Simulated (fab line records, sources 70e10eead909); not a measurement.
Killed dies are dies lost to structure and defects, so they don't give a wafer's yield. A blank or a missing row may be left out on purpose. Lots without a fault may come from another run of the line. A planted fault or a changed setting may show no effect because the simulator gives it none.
fab line records | flow nand_harc
record lots=6 wafers=17 last_day=32
route steps=1302 shown A_ONON_D2@565 A_CHANNEL_HOLE_D2@570
lots that met no fault: from a run of the same line without faults
start_h: hours from the record's first day to the start of the lot's first wafer shown | wait_h: hours since the lot's step before | " the same as in the row above | L1.1+2: a row that stands for several wafers | - no value, or no start given | * or withheld: withheld | < > ~ a bound
route shown NAME@n: a module of which the file shows steps, and the number in the route of the first | usual: mean/standard deviation of fault-free wafers | same: alike in all rows | chamber/n: place in a boat | sites: the reading at each site | _std_site: their standard deviation | _edge_site: outer sites' mean less inner sites' | radius_mm: how far each site lies from the wafer's centre | mask NAME#n: copy n | behind: the tool/chamber that last shaped the wafer | hold: why the lot was held/for how many hours/how that ended | device: the transistor (n, p or np) that didn't switch | end of line: the same wafers' tests at the end of the route | a step without rows: its recipe alone | killed: dies lost to structure and defects at the first sort, not the wafer's yield | map: a wafer's dies, x killed, . not, _ none there
set.NAME: the setting as run; set.NAME@STEP: as run at that earlier step | model.NAME: the simulator's own value behind a step, which no gauge read
lots at some steps of the route; a table a step, a row a wafer
services: from which hour (start_h, from the record's first day; less than 0 if before it) a tool's chamber was out of use, for how many hours, and why
## steps
# step NHARC_A_ONON_D2_THK_MEAS_30
# recipe thk_meas_gauge=ellipsometry
# usual thk_nm=1002/8.5
# columns lot.wafer tool chamber start_h wait_h thk_nm
L442.1 film_metro-01 - 335.27 - 991
L442.3 " - " " 991
L442.4 " - " " 990
L444.1 film_metro-01 - 352.81 - 1011
L444.4 " - " " 1011
L444.6 " - " " 1012
L447.2 film_metro-01 - 384.75 - 1001
L447.4 " - " " 1000
L447.6 " - " " 1002
L452.1 film_metro-02 - 437.62 - 1002
L452.2 " - " " 1002
L452.3 " - " " 998
L454.3 film_metro-02 - 462.39 - 996
L454.6 " - " " 995
L457.1 film_metro-01 - 496.70 - 993
L457.2 " - " " 992
L457.3 " - " " 993
# step NHARC_A_ONON_D2_DEP_33
# recipe target_thk_a=2000 temp_c=400 pressure_torr=6.5 rf_w=900 teos_flow_sccm=161.4 flow_sccm=2650 target_thk_nm=200 gas=O2 material=SiO2
# usual heater_power_w=523/91 rf_fwd_power_W=897.3/2.9 throttle_valve_pct=16.0/0.4
# columns lot.wafer tool chamber start_h wait_h heater_power_w rf_fwd_power_W throttle_valve_pct
L442.3 pecvd-03 1 335.32 0.1 581 892.2 16.5
L442.1 " 0 " " 600 897.6 16.1
L442.4 " 2 " " 470 896.3 16.5
L444.1 pecvd-03 0 352.96 0.1 638 902.3 16.5
L444.6 " 1 " " 579 897.6 16.6
L444.4 " 0 " " 643 900.4 16.6
L447.2 pecvd-01 1 384.90 0.1 477 896.1 15.6
L447.6 " 2 " " 522 895.4 15.5
L447.4 " 0 " " 594 900.9 15.6
L452.3 pecvd-03 1 437.94 0.3 552 898.6 16.2
L452.2 " 2 " " 455 896.2 16.2
L452.1 " 0 " " 665 904.2 16.1
L454.3 pecvd-03 2 462.53 0.1 466 897.9 16.4
L454.6 " 1 " " 626 897.5 16.3
L457.2 pecvd-03 0 496.76 0.1 612 904.8 16.5
L457.3 " 1 " " 665 897.6 15.9
L457.1 " 2 " " 459 892.1 16.4
# step NHARC_A_ONON_D2_THK_MEAS_34
# recipe thk_meas_gauge=ellipsometry
# usual thk_nm=200.0/2.7
# columns lot.wafer tool chamber start_h wait_h thk_nm
L442.1 film_metro-01 - 335.74 - 198.1
L442.3 " - " " 199.9
L442.4 " - " " 202.2
L444.1 film_metro-01 - 353.28 - 199.7
L444.4 " - " " 200.5
L444.6 " - " " 201.6
L447.2 film_metro-01 - 385.23 - 195.9
L447.4 " - " " 200.5
L447.6 " - " " 200.6
L452.1 film_metro-01 - 438.36 - 196.4
L452.2 " - " " 198.9
L452.3 " - " " 200.2
L454.3 film_metro-02 - 462.86 - 201.5
L454.6 " - " " 205.6
L457.1 film_metro-02 - 497.17 - 198.2
L457.2 " - " " 197.5
L457.3 " - " " 198.3
# step NHARC_A_ONON_D2_INSPECT_32
# usual raw_defect_count=400/130
# columns lot.wafer tool chamber start_h wait_h raw_defect_count
L442.1 defect_inspect-01 - 335.80 0.0 393
L442.3 " - " " 270
L442.4 " - " " 324
L444.1 defect_inspect-02 - 353.36 0.0 282
L444.4 " - " " 234
L444.6 " - " " 246
L447.2 defect_inspect-02 - 385.30 0.0 588
L447.4 " - " " 281
L447.6 " - " " 436
L452.1 defect_inspect-02 - 438.42 0.0 369
L452.2 " - " " 294
L452.3 " - " " 300
L454.3 defect_inspect-01 - 462.92 0.0 514
L454.6 " - " " 470
L457.1 defect_inspect-02 - 497.25 0.0 634
L457.2 " - " " 370
L457.3 " - " " 397
# step NHARC_A_CHANNEL_HOLE_D2_DEP_00
# recipe target_thk_a=31000 temp_c=400 material=aC
# usual throttle_valve_pct=35.000/0.0089
# columns lot.wafer tool chamber start_h wait_h throttle_valve_pct
L442.1 acl_dep-03 0 335.87 0.1 35.003
L442.3 " 0 " " 34.998
L442.4 " 0 " " 34.993
L444.1 acl_dep-02 0 354.48 1.1 35.005
L444.4 " 0 " " 34.998
L444.6 " 0 " " 35.001
L447.2 acl_dep-02 0 387.22 1.9 34.994
L447.4 " 0 " " 34.993
L447.6 " 0 " " 34.988
L452.1 acl_dep-01 0 442.35 3.9 35.019
L452.2 " 0 " " 34.999
L452.3 " 0 " " 34.999
L454.3 acl_dep-01 0 463.67 0.7 34.998
L454.6 " 0 " " 34.987
L457.1 acl_dep-02 0 497.32 0.1 35.007
L457.2 " 0 " " 34.985
L457.3 " 0 " " 35.001
# step NHARC_A_CHANNEL_HOLE_D2_DEP_01
# recipe target_thk_a=1400 target_thk_nm=140 temp_c=400 pressure_torr=3.5 flow_sccm=200 rf_w=350 material=SiON
# usual heater_power_w=699/86 rf_fwd_power_W=348.5/1.2
# columns lot.wafer tool chamber start_h wait_h heater_power_w rf_fwd_power_W
L442.1 pecvd-03 1 337.81 1.6 872 348.5
L442.3 " 2 " " 657 348.7
L442.4 " 2 " " 536 350.0
L444.1 pecvd-03 0 356.39 1.6 805 348.7
L444.4 " 0 " " 799 351.3
L444.6 " 1 " " 728 349.1
L447.2 pecvd-03 2 388.85 1.3 665 350.9
L447.6 " 1 " " 825 348.2
L447.4 " 2 " " 682 349.4
L452.3 pecvd-04 1 444.25 1.0 693 349.7
L452.2 " 2 " " 592 346.4
L452.1 " 0 " " 587 347.4
L454.3 pecvd-02 2 465.03 1.0 720 346.9
L454.6 " 0 " " 699 349.9
L457.1 pecvd-04 0 499.29 1.6 619 349.2
L457.2 " 2 " " 600 347.4
L457.3 " 2 " " 625 349.0
# step NHARC_A_CHANNEL_HOLE_D2_DEHYDRATE_02
# recipe temp_c=150 time_s=120
# step NHARC_A_CHANNEL_HOLE_D2_HMDS_03
# recipe time_s=30
# step NHARC_A_CHANNEL_HOLE_D2_COAT_36
# recipe temp_c=260 time_s=75
# step NHARC_A_CHANNEL_HOLE_D2_COAT_37
# recipe temp_c=225 time_s=65
# step NHARC_A_CHANNEL_HOLE_D2_COAT_04
# recipe spin_rpm=1500 resist_thk_nm=90
# step NHARC_A_CHANNEL_HOLE_D2_SOFTBAKE_05
# recipe temp_c=105 time_s=55
# usual heater_power_total_W=188.48/0.14
# columns lot.wafer tool chamber start_h wait_h heater_power_total_W
L442.1 litho_track-04 0 338 - 188.31
L442.3 " 0 " " 188.49
L442.4 " 0 " " 188.35
L444.1 litho_track-01 0 356 - 188.29
L444.4 " 0 " " 188.39
L444.6 " 0 " " 188.49
L447.2 litho_track-06 0 389 - 188.67
L447.4 " 0 " " 188.50
L447.6 " 0 " " 188.38
L452.1 litho_track-04 0 444 - 188.29
L452.2 " 0 " " 188.35
L452.3 " 0 " " 322.94
L454.3 litho_track-04 0 465 - 323.23
L454.6 " 0 " " 323.64
L457.1 litho_track-06 0 499 - 188.34
L457.2 " 0 " " 188.46
L457.3 " 0 " " 188.37
# step NHARC_A_CHANNEL_HOLE_D2_EBR_06
## services
# columns tool chamber start_h hours kind
pecvd-03 - 317.97 1.2 repair
litho_track-01 - 330.00 7.0 pm
pecvd-01 1 331.17 8.5 repair
pecvd-01 - 332.68 0.8 repair
litho_track-06 - 354.00 7.0 pm
pecvd-03 - 366.00 13.0 pm
pecvd-03 0 366.00 13.0 vent_cycle
pecvd-03 1 366.00 13.0 vent_cycle
pecvd-03 2 366.00 13.0 vent_cycle
acl_dep-01 - 369.19 13.0 pm
litho_track-04 - 378.00 7.0 pm
pecvd-03 0 379.00 - clean
pecvd-03 - 379.03 0.9 repair
pecvd-04 1 380.23 3.6 repair
pecvd-02 2 388.39 26.4 repair
pecvd-02 1 390.43 26.2 repair
pecvd-02 - 408.56 13.0 pm
acl_dep-02 - 427.82 13.0 pm
pecvd-04 - 450.65 13.0 pm
pecvd-01 - 451.35 1.0 repair
pecvd-01 0 474.91 17.9 repair
acl_dep-03 - 480.60 13.0 pm
pecvd-01 - 492.09 13.0 pm
pecvd-04 1 492.80 18.8 repair
## key
first_sign step=NHARC_A_CHANNEL_HOLE_D2_SOFTBAKE_05 reading=heater_power_total_W direction=up sigmas=99+ usual=* struck=*
effect none on later readings
met_at NHARC_A_CHANNEL_HOLE_D2_SOFTBAKE_05
struck_wafers L452.3,L454.3,L454.6
tester_left_out L452,L454
onset_between 338 444
fault kind=process_parameter_drift tool=litho_track-04 chamber=- onset_h=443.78 steps=NHARC_A_CHANNEL_HOLE_D2_SOFTBAKE_05 channel=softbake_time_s offset=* shape=step end_h=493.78 scope=struck_wafers_only acts_in=* stated=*
# tester_left_out: of these lots the tester's yield and bins aren't shown, on N5 and GAA mostly nor the transistor test; their killed dies are dies lost to structure and defects alone, not to doping, threshold or leakage, so they don't give the yield
